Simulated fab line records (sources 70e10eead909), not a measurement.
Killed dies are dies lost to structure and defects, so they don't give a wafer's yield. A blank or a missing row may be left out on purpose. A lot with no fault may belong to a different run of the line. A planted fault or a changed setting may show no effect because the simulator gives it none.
What tool caused it? / flow nandHarc / 24 lots, 72 wafers sampled, at 6 steps of a route of 1302

## WHAT THE GAUGES READ, wafer by wafer
NHARC_P_CONTACT_INSPECT_27. Usual: rawDefectCount reads 308 (standard deviation 140).
lot=L074; measured=day 6 04:40; on=defectInspect-02; rawDefectCount=399 321 267; flag=
lot=L075; measured=day 6 07:41; on=defectInspect-01; rawDefectCount=165 251 332; flag=
lot=L076; measured=day 7 01:23; on=defectInspect-02; rawDefectCount=335 122 254; flag=
lot=L077; measured=day 7 02:44; on=defectInspect-02; rawDefectCount=149 255 174; flag=
lot=L078; measured=day 7 12:35; on=defectInspect-01; rawDefectCount=308 282 355; flag=
lot=L079; measured=day 8 04:46; on=defectInspect-01; rawDefectCount=205 185 92; flag=
lot=L080; measured=day 8 11:57; on=defectInspect-01; rawDefectCount=347 163 137; flag=
lot=L081; measured=day 8 18:04; on=defectInspect-02; rawDefectCount=449 459 246; flag=
lot=L082; measured=day 9 05:58; on=defectInspect-02; rawDefectCount=305 279 275; flag=
lot=L083; measured=day 9 12:53; on=defectInspect-01; rawDefectCount=258 434 307; flag=
lot=L084; measured=day 10 00:59; on=defectInspect-01; rawDefectCount=412 117 176; flag=
lot=L085; measured=day 10 17:40; on=defectInspect-01; rawDefectCount=326 483 214; flag=
lot=L086; measured=day 10 22:56; on=defectInspect-01; rawDefectCount=294 368 257; flag=
lot=L087; measured=day 12 02:16; on=defectInspect-02; rawDefectCount=284 196 163; flag=
lot=L089; measured=day 12 02:49; on=defectInspect-01; rawDefectCount=271 205 295; flag=
lot=L088; measured=day 12 03:38; on=defectInspect-02; rawDefectCount=673 325 398; flag=
lot=L090; measured=day 12 13:05; on=defectInspect-01; rawDefectCount=329 339 414; flag=
lot=L091; measured=day 13 00:54; on=defectInspect-02; rawDefectCount=301 369 446; flag=
lot=L092; measured=day 13 12:57; on=defectInspect-01; rawDefectCount=247 484 238; flag=
lot=L093; measured=day 13 21:16; on=defectInspect-01; rawDefectCount=149 181 259; flag=
lot=L094; measured=day 15 00:10; on=defectInspect-02; rawDefectCount=146 216 215; flag=
lot=L095; measured=day 15 05:18; on=defectInspect-01; rawDefectCount=509 458 311; flag=
lot=L096; measured=day 15 06:47; on=defectInspect-02; rawDefectCount=427 235 478; flag=
lot=L097; measured=day 16 01:34; on=defectInspect-02; rawDefectCount=421 339 341; flag=

NHARC_P_M2_INSPECT_27. Usual: rawDefectCount reads 352 (standard deviation 130).
lot=L074; measured=day 6 17:50; on=defectInspect-02; rawDefectCount=313 468 230; flag=
lot=L075; measured=day 6 19:53; on=defectInspect-01; rawDefectCount=635 489 589; flag=
lot=L076; measured=day 7 13:01; on=defectInspect-02; rawDefectCount=398 207 295; flag=
lot=L077; measured=day 7 14:36; on=defectInspect-01; rawDefectCount=337 173 219; flag=
lot=L078; measured=day 8 00:29; on=defectInspect-02; rawDefectCount=270 441 253; flag=
lot=L079; measured=day 8 16:35; on=defectInspect-02; rawDefectCount=725 342 579; flag=
lot=L080; measured=day 9 00:16; on=defectInspect-01; rawDefectCount=288 282 343; flag=
lot=L081; measured=day 9 07:02; on=defectInspect-01; rawDefectCount=634 526 479; flag=
lot=L082; measured=day 9 18:18; on=defectInspect-02; rawDefectCount=250 208 296; flag=
lot=L083; measured=day 10 00:51; on=defectInspect-02; rawDefectCount=268 222 222; flag=
lot=L084; measured=day 10 12:46; on=defectInspect-02; rawDefectCount=332 186 259; flag=
lot=L085; measured=day 11 05:28; on=defectInspect-02; rawDefectCount=236 407 397; flag=
lot=L086; measured=day 11 11:11; on=defectInspect-02; rawDefectCount=250 416 314; flag=
lot=L087; measured=day 12 14:10; on=defectInspect-01; rawDefectCount=188 213 371; flag=
lot=L089; measured=day 12 14:51; on=defectInspect-02; rawDefectCount=285 384 424; flag=
lot=L088; measured=day 12 15:33; on=defectInspect-02; rawDefectCount=297 207 331; flag=
lot=L090; measured=day 13 00:59; on=defectInspect-01; rawDefectCount=256 205 295; flag=
lot=L091; measured=day 13 12:53; on=defectInspect-02; rawDefectCount=201 336 284; flag=
lot=L092; measured=day 14 00:51; on=defectInspect-01; rawDefectCount=341 397 172; flag=
lot=L093; measured=day 14 09:28; on=defectInspect-02; rawDefectCount=332 363 428; flag=
lot=L094; measured=day 15 11:52; on=defectInspect-01; rawDefectCount=760 487 467; flag=
lot=L095; measured=day 15 17:11; on=defectInspect-01; rawDefectCount=335 716 314; flag=
lot=L096; measured=day 15 18:48; on=defectInspect-01; rawDefectCount=444 338 190; flag=
lot=L097; measured=day 16 13:46; on=defectInspect-02; rawDefectCount=386 202 384; flag=

NHARC_P_BONDPAD_CD_MEAS_13. Usual: cdNm reads 500.4 nm (standard deviation 2).
lot=L074; measured=day 6 20:05; on=cdSem-03; cdNm (nm)=501.4 502.3 504.9; flag=
lot=L075; measured=day 6 22:16; on=cdSem-03; cdNm (nm)=499.7 497.7 500.2; flag=
lot=L076; measured=day 7 15:28; on=cdSem-01; cdNm (nm)=497.0 500.3 498.6; flag=
lot=L077; measured=day 7 16:58; on=cdSem-03; cdNm (nm)=500.3 501.4 502.0; flag=
lot=L078; measured=day 8 02:40; on=cdSem-03; cdNm (nm)=498.9 497.9 500.5; flag=
lot=L079; measured=day 8 18:47; on=cdSem-03; cdNm (nm)=502.0 500.3 500.9; flag=
lot=L080; measured=day 9 02:32; on=cdSem-02; cdNm (nm)=501.2 498.6 499.6; flag=
lot=L081; measured=day 9 09:25; on=cdSem-01; cdNm (nm)=497.2 498.5 497.9; flag=
lot=L082; measured=day 9 21:16; on=cdSem-03; cdNm (nm)=501.5 501.3 502.0; flag=
lot=L083; measured=day 10 03:08; on=cdSem-03; cdNm (nm)=499.7 498.9 499.0; flag=
lot=L084; measured=day 10 15:04; on=cdSem-01; cdNm (nm)=501.9 497.3 497.2; flag=
lot=L085; measured=day 11 07:41; on=cdSem-02; cdNm (nm)=501.9 503.2 504.2; flag=
lot=L086; measured=day 11 13:25; on=cdSem-01; cdNm (nm)=498.8 501.2 501.3; flag=
lot=L087; measured=day 12 16:38; on=cdSem-01; cdNm (nm)=501.4 504.0 499.8; flag=
lot=L089; measured=day 12 17:08; on=cdSem-01; cdNm (nm)=499.2 502.4 500.9; flag=
lot=L088; measured=day 12 17:52; on=cdSem-01; cdNm (nm)=502.5 499.4 501.3; flag=
lot=L090; measured=day 13 03:11; on=cdSem-01; cdNm (nm)=500.4 504.3 500.5; flag=
lot=L091; measured=day 13 15:12; on=cdSem-02; cdNm (nm)=499.4 502.0 501.2; flag=
lot=L092; measured=day 14 03:35; on=cdSem-01; cdNm (nm)=500.5 497.5 501.5; flag=
lot=L093; measured=day 14 11:49; on=cdSem-03; cdNm (nm)=503.7 502.0 504.8; flag=
lot=L094; measured=day 15 14:14; on=cdSem-01; cdNm (nm)=498.7 497.9 498.9; flag=
lot=L095; measured=day 15 19:35; on=cdSem-01; cdNm (nm)=499.3 500.5 500.9; flag=
lot=L096; measured=day 15 21:07; on=cdSem-01; cdNm (nm)=500.0 501.3 501.7; flag=
lot=L097; measured=day 16 16:05; on=cdSem-02; cdNm (nm)=501.6 500.1 500.5; flag=

## WHICH TOOL RAN EACH LOT (tool, then ch and the chambers of the sampled wafers, then the start)
lot=L074; NHARC_P_CONTACT_CMP_01=cmp-02 ch 0,1,3, day 6 00:35; NHARC_P_CONTACT_CVD_23=cvdW-02 ch 0,1, day 6 04:40 or earlier; NHARC_P_M2_DEP_33=pecvd-02 ch 0,2, day 6 17:59
lot=L075; NHARC_P_CONTACT_CMP_01=cmp-04 ch 1,2,3, day 6 03:11; NHARC_P_CONTACT_CVD_23=cvdW-02 ch 0,1, day 6 07:41 or earlier; NHARC_P_M2_DEP_33=pecvd-04 ch 1,2, day 6 20:07
lot=L076; NHARC_P_CONTACT_CMP_01=cmp-04 ch 0,2,3, day 6 21:16; NHARC_P_CONTACT_CVD_23=cvdW-01 ch 0,1, day 7 01:23 or earlier; NHARC_P_M2_DEP_33=pecvd-02 ch 0,1,2, day 7 13:10
lot=L077; NHARC_P_CONTACT_CMP_01=cmp-04 ch 0,3, day 6 22:16; NHARC_P_CONTACT_CVD_23=cvdW-02 ch 0,1, day 7 02:44 or earlier; NHARC_P_M2_DEP_33=pecvd-02 ch 0,1,2, day 7 14:50
lot=L078; NHARC_P_CONTACT_CMP_01=cmp-04 ch 0,3, day 7 08:28; NHARC_P_CONTACT_CVD_23=cvdW-02 ch 0,1, day 7 12:35 or earlier; NHARC_P_M2_DEP_33=pecvd-02 ch 1,2, day 8 00:40
lot=L079; NHARC_P_CONTACT_CMP_01=cmp-02 ch 1,2,3, day 8 00:40; NHARC_P_CONTACT_CVD_23=cvdW-02 ch 0,1, day 8 04:46 or earlier; NHARC_P_M2_DEP_33=pecvd-01 ch 1,2, day 8 16:44
lot=L080; NHARC_P_CONTACT_CMP_01=cmp-01 ch 0,2,3, day 8 07:52; NHARC_P_CONTACT_CVD_23=cvdW-01 ch 0,1, day 8 11:57 or earlier; NHARC_P_M2_DEP_33=pecvd-01 ch 0,1, day 9 00:25
lot=L081; NHARC_P_CONTACT_CMP_01=cmp-02 ch 0,3, day 8 14:06; NHARC_P_CONTACT_CVD_23=cvdW-01 ch 0,1, day 8 18:04 or earlier; NHARC_P_M2_DEP_33=pecvd-01 ch 0,2, day 9 07:11
lot=L082; NHARC_P_CONTACT_CMP_01=cmp-04 ch 0,2,3, day 9 01:52; NHARC_P_CONTACT_CVD_23=cvdW-02 ch 0,1, day 9 05:58 or earlier; NHARC_P_M2_DEP_33=pecvd-02 ch 2, day 9 18:37
lot=L083; NHARC_P_CONTACT_CMP_01=cmp-04 ch 0,3, day 9 08:54; NHARC_P_CONTACT_CVD_23=cvdW-02 ch 0,1, day 9 12:53 or earlier; NHARC_P_M2_DEP_33=pecvd-01 ch 0,1,2, day 10 00:59
lot=L084; NHARC_P_CONTACT_CMP_01=cmp-02 ch 1,2, day 9 20:52; NHARC_P_CONTACT_CVD_23=cvdW-01 ch 0,1, day 10 00:59 or earlier; NHARC_P_M2_DEP_33=pecvd-04 ch 0,1,2, day 10 12:57
lot=L085; NHARC_P_CONTACT_CMP_01=cmp-04 ch 1,2,3, day 10 13:26; NHARC_P_CONTACT_CVD_23=cvdW-01 ch 0,1, day 10 17:40 or earlier; NHARC_P_M2_DEP_33=pecvd-02 ch 0,1,2, day 11 05:37
lot=L086; NHARC_P_CONTACT_CMP_01=cmp-01 ch 0,1,3, day 10 18:12; NHARC_P_CONTACT_CVD_23=cvdW-02 ch 0,1, day 10 22:56 or earlier; NHARC_P_M2_DEP_33=pecvd-02 ch 0,1,2, day 11 11:23
lot=L087; NHARC_P_CONTACT_CMP_01=cmp-04 ch 1,2,3, day 11 22:12; NHARC_P_CONTACT_CVD_23=cvdW-01 ch 0,1, day 12 02:16 or earlier; NHARC_P_M2_DEP_33=pecvd-01 ch 0,2, day 12 14:28
lot=L089; NHARC_P_CONTACT_CMP_01=cmp-04 ch 0,1, day 11 22:42; NHARC_P_CONTACT_CVD_23=cvdW-02 ch 0, day 12 02:49 or earlier; NHARC_P_M2_DEP_33=pecvd-01 ch 1,2, day 12 14:59
lot=L088; NHARC_P_CONTACT_CMP_01=cmp-02 ch 1,2,3, day 11 23:28; NHARC_P_CONTACT_CVD_23=cvdW-02 ch 0,1, day 12 03:38 or earlier; NHARC_P_M2_DEP_33=pecvd-02 ch 0,1,2, day 12 15:42
lot=L090; NHARC_P_CONTACT_CMP_01=cmp-02 ch 2,3, day 12 08:52; NHARC_P_CONTACT_CVD_23=cvdW-01 ch 0,1, day 12 13:05 or earlier; NHARC_P_M2_DEP_33=pecvd-02 ch 0,2, day 13 01:14
lot=L091; NHARC_P_CONTACT_CMP_01=cmp-02 ch 1,2, day 12 20:47; NHARC_P_CONTACT_CVD_23=cvdW-02 ch 0,1, day 13 00:54 or earlier; NHARC_P_M2_DEP_33=pecvd-04 ch 0,1,2, day 13 13:05
lot=L092; NHARC_P_CONTACT_CMP_01=cmp-01 ch 1,2, day 13 08:50; NHARC_P_CONTACT_CVD_23=cvdW-01 ch 0,1, day 13 12:57 or earlier; NHARC_P_M2_DEP_33=pecvd-02 ch 0,2, day 14 01:02
lot=L093; NHARC_P_CONTACT_CMP_01=cmp-01 ch 2,3, day 13 17:09; NHARC_P_CONTACT_CVD_23=cvdW-01 ch 0,1, day 13 21:16 or earlier; NHARC_P_M2_DEP_33=pecvd-02 ch 0,2, day 14 09:43
lot=L094; NHARC_P_CONTACT_CMP_01=cmp-04 ch 0,1,2, day 14 20:01; NHARC_P_CONTACT_CVD_23=cvdW-01 ch 0,1, day 15 00:10 or earlier; NHARC_P_M2_DEP_33=pecvd-01 ch 0,1, day 15 12:01
lot=L095; NHARC_P_CONTACT_CMP_01=cmp-02 ch 1,2,3, day 15 01:13; NHARC_P_CONTACT_CVD_23=cvdW-02 ch 0,1, day 15 05:18 or earlier; NHARC_P_M2_DEP_33=pecvd-01 ch 0,1,2, day 15 17:20
lot=L096; NHARC_P_CONTACT_CMP_01=cmp-04 ch 1,2,3, day 15 02:40; NHARC_P_CONTACT_CVD_23=cvdW-01 ch 0,1, day 15 06:47 or earlier; NHARC_P_M2_DEP_33=pecvd-01 ch 1,2, day 15 18:57
lot=L097; NHARC_P_CONTACT_CMP_01=cmp-01 ch 0,3, day 15 21:35; NHARC_P_CONTACT_CVD_23=cvdW-02 ch 0,1, day 16 01:34 or earlier; NHARC_P_M2_DEP_33=pecvd-01 ch 0,2, day 16 13:55
- NHARC_P_CONTACT_CMP_01: polishes SiO2, target thk 200 nm.
- NHARC_P_CONTACT_CVD_23: deposits W, target thk 200 nm, time 557 s.
- NHARC_P_M2_DEP_33: deposits SiCN, target thk 30 nm.

## WHAT THE TOOLS THEMSELVES READ (means of the sampled wafers that have a number; where no wafer has one, the mark that the record gives instead)
NHARC_P_CONTACT_CMP_01. Usual: motorCurrentA reads 12.0 A (standard deviation 1.9).
lot=L074; tool=cmp-02; motorCurrentA (A)=11.6; flag=
lot=L075; tool=cmp-04; motorCurrentA (A)=11.7; flag=
lot=L076; tool=cmp-04; motorCurrentA (A)=12.8; flag=
lot=L077; tool=cmp-04; motorCurrentA (A)=14.3; flag=
lot=L078; tool=cmp-04; motorCurrentA (A)=14.7; flag=
lot=L079; tool=cmp-02; motorCurrentA (A)=11.4; flag=
lot=L080; tool=cmp-01; motorCurrentA (A)=11.2; flag=
lot=L081; tool=cmp-02; motorCurrentA (A)=12.4; flag=
lot=L082; tool=cmp-04; motorCurrentA (A)=13.2; flag=
lot=L083; tool=cmp-04; motorCurrentA (A)=15.2; flag=
lot=L084; tool=cmp-02; motorCurrentA (A)=11.1; flag=
lot=L085; tool=cmp-04; motorCurrentA (A)=12.1; flag=
lot=L086; tool=cmp-01; motorCurrentA (A)=11.4; flag=
lot=L087; tool=cmp-04; motorCurrentA (A)=12.3; flag=
lot=L089; tool=cmp-04; motorCurrentA (A)=11.2; flag=
lot=L088; tool=cmp-02; motorCurrentA (A)=11.7; flag=
lot=L090; tool=cmp-02; motorCurrentA (A)=12.5; flag=
lot=L091; tool=cmp-02; motorCurrentA (A)=11.2; flag=
lot=L092; tool=cmp-01; motorCurrentA (A)=11.6; flag=
lot=L093; tool=cmp-01; motorCurrentA (A)=10.9; flag=
lot=L094; tool=cmp-04; motorCurrentA (A)=11.1; flag=
lot=L095; tool=cmp-02; motorCurrentA (A)=11.8; flag=
lot=L096; tool=cmp-04; motorCurrentA (A)=12.0; flag=
lot=L097; tool=cmp-01; motorCurrentA (A)=11.0; flag=

NHARC_P_CONTACT_CVD_23. Usual: heaterPowerW 454 W, standard deviation 31; mfcArSccm 1560 sccm, standard deviation 5.2; throttleValvePct 7.9 %, standard deviation 0.34.
lot=L074; tool=cvdW-02; heaterPowerW (W)=427; mfcArSccm (sccm)=1563; throttleValvePct (%)=7.7; flag=
lot=L075; tool=cvdW-02; heaterPowerW (W)=444; mfcArSccm (sccm)=1563; throttleValvePct (%)=8.0; flag=
lot=L076; tool=cvdW-01; heaterPowerW (W)=464; mfcArSccm (sccm)=1551; throttleValvePct (%)=7.9; flag=
lot=L077; tool=cvdW-02; heaterPowerW (W)=431; mfcArSccm (sccm)=1565; throttleValvePct (%)=7.7; flag=
lot=L078; tool=cvdW-02; heaterPowerW (W)=428; mfcArSccm (sccm)=1559; throttleValvePct (%)=7.7; flag=
lot=L079; tool=cvdW-02; heaterPowerW (W)=434; mfcArSccm (sccm)=1562; throttleValvePct (%)=7.7; flag=
lot=L080; tool=cvdW-01; heaterPowerW (W)=464; mfcArSccm (sccm)=1559; throttleValvePct (%)=7.9; flag=
lot=L081; tool=cvdW-01; heaterPowerW (W)=466; mfcArSccm (sccm)=1561; throttleValvePct (%)=7.9; flag=
lot=L082; tool=cvdW-02; heaterPowerW (W)=432; mfcArSccm (sccm)=1563; throttleValvePct (%)=7.7; flag=
lot=L083; tool=cvdW-02; heaterPowerW (W)=422; mfcArSccm (sccm)=1557; throttleValvePct (%)=7.8; flag=
lot=L084; tool=cvdW-01; heaterPowerW (W)=463; mfcArSccm (sccm)=1558; throttleValvePct (%)=7.9; flag=
lot=L085; tool=cvdW-01; heaterPowerW (W)=476; mfcArSccm (sccm)=1561; throttleValvePct (%)=7.7; flag=
lot=L086; tool=cvdW-02; heaterPowerW (W)=448; mfcArSccm (sccm)=1564; throttleValvePct (%)=8.0; flag=
lot=L087; tool=cvdW-01; heaterPowerW (W)=478; mfcArSccm (sccm)=1563; throttleValvePct (%)=7.8; flag=
lot=L089; tool=cvdW-02; heaterPowerW (W)=463; mfcArSccm (sccm)=1558; throttleValvePct (%)=8.3; flag=
lot=L088; tool=cvdW-02; heaterPowerW (W)=427; mfcArSccm (sccm)=1555; throttleValvePct (%)=7.8; flag=
lot=L090; tool=cvdW-01; heaterPowerW (W)=481; mfcArSccm (sccm)=1553; throttleValvePct (%)=7.7; flag=
lot=L091; tool=cvdW-02; heaterPowerW (W)=456; mfcArSccm (sccm)=1562; throttleValvePct (%)=7.9; flag=
lot=L092; tool=cvdW-01; heaterPowerW (W)=483; mfcArSccm (sccm)=1556; throttleValvePct (%)=7.8; flag=
lot=L093; tool=cvdW-01; heaterPowerW (W)=482; mfcArSccm (sccm)=1559; throttleValvePct (%)=7.8; flag=
lot=L094; tool=cvdW-01; heaterPowerW (W)=476; mfcArSccm (sccm)=1561; throttleValvePct (%)=7.8; flag=
lot=L095; tool=cvdW-02; heaterPowerW (W)=453; mfcArSccm (sccm)=1560; throttleValvePct (%)=8.0; flag=
lot=L096; tool=cvdW-01; heaterPowerW (W)=483; mfcArSccm (sccm)=1559; throttleValvePct (%)=7.8; flag=
lot=L097; tool=cvdW-02; heaterPowerW (W)=434; mfcArSccm (sccm)=1553; throttleValvePct (%)=7.8; flag=

NHARC_P_M2_DEP_33. Usual: heaterPowerW reads 582 W (standard deviation 80).
lot=L074; tool=pecvd-02; heaterPowerW (W)=563; flag=
lot=L075; tool=pecvd-04; heaterPowerW (W)=519; flag=
lot=L076; tool=pecvd-02; heaterPowerW (W)=625; flag=
lot=L077; tool=pecvd-02; heaterPowerW (W)=550; flag=
lot=L078; tool=pecvd-02; heaterPowerW (W)=643; flag=
lot=L079; tool=pecvd-01; heaterPowerW (W)=518; flag=
lot=L080; tool=pecvd-01; heaterPowerW (W)=611; flag=
lot=L081; tool=pecvd-01; heaterPowerW (W)=692; flag=
lot=L082; tool=pecvd-02; heaterPowerW (W)=540; flag=
lot=L083; tool=pecvd-01; heaterPowerW (W)=624; flag=
lot=L084; tool=pecvd-04; heaterPowerW (W)=580; flag=
lot=L085; tool=pecvd-02; heaterPowerW (W)=595; flag=
lot=L086; tool=pecvd-02; heaterPowerW (W)=554; flag=
lot=L087; tool=pecvd-01; heaterPowerW (W)=639; flag=
lot=L089; tool=pecvd-01; heaterPowerW (W)=492; flag=
lot=L088; tool=pecvd-02; heaterPowerW (W)=533; flag=
lot=L090; tool=pecvd-02; heaterPowerW (W)=491; flag=
lot=L091; tool=pecvd-04; heaterPowerW (W)=579; flag=
lot=L092; tool=pecvd-02; heaterPowerW (W)=516; flag=
lot=L093; tool=pecvd-02; heaterPowerW (W)=512; flag=
lot=L094; tool=pecvd-01; heaterPowerW (W)=650; flag=
lot=L095; tool=pecvd-01; heaterPowerW (W)=652; flag=
lot=L096; tool=pecvd-01; heaterPowerW (W)=578; flag=
lot=L097; tool=pecvd-01; heaterPowerW (W)=640; flag=

## THE ANSWER, worked out from the rows above alone
Rule: lot off if the mean of its wafers having a number is beyond 3 standard deviations from the usual mean. A lot without any number at a reading at which 4 lots or more have one is off too. The other lots that the step has rows for count as sound. After the gauges, taken in route order, come the tools' own readings; for these a lot's mean is taken, as printed above. The first step at which some lot is off is used, and at that step the reading that is off furthest; a lot without a number counts as furthest.
None of the lots is off at any reading shown; this tells nothing.

## WHAT THE SIMULATOR HAD INSERTED
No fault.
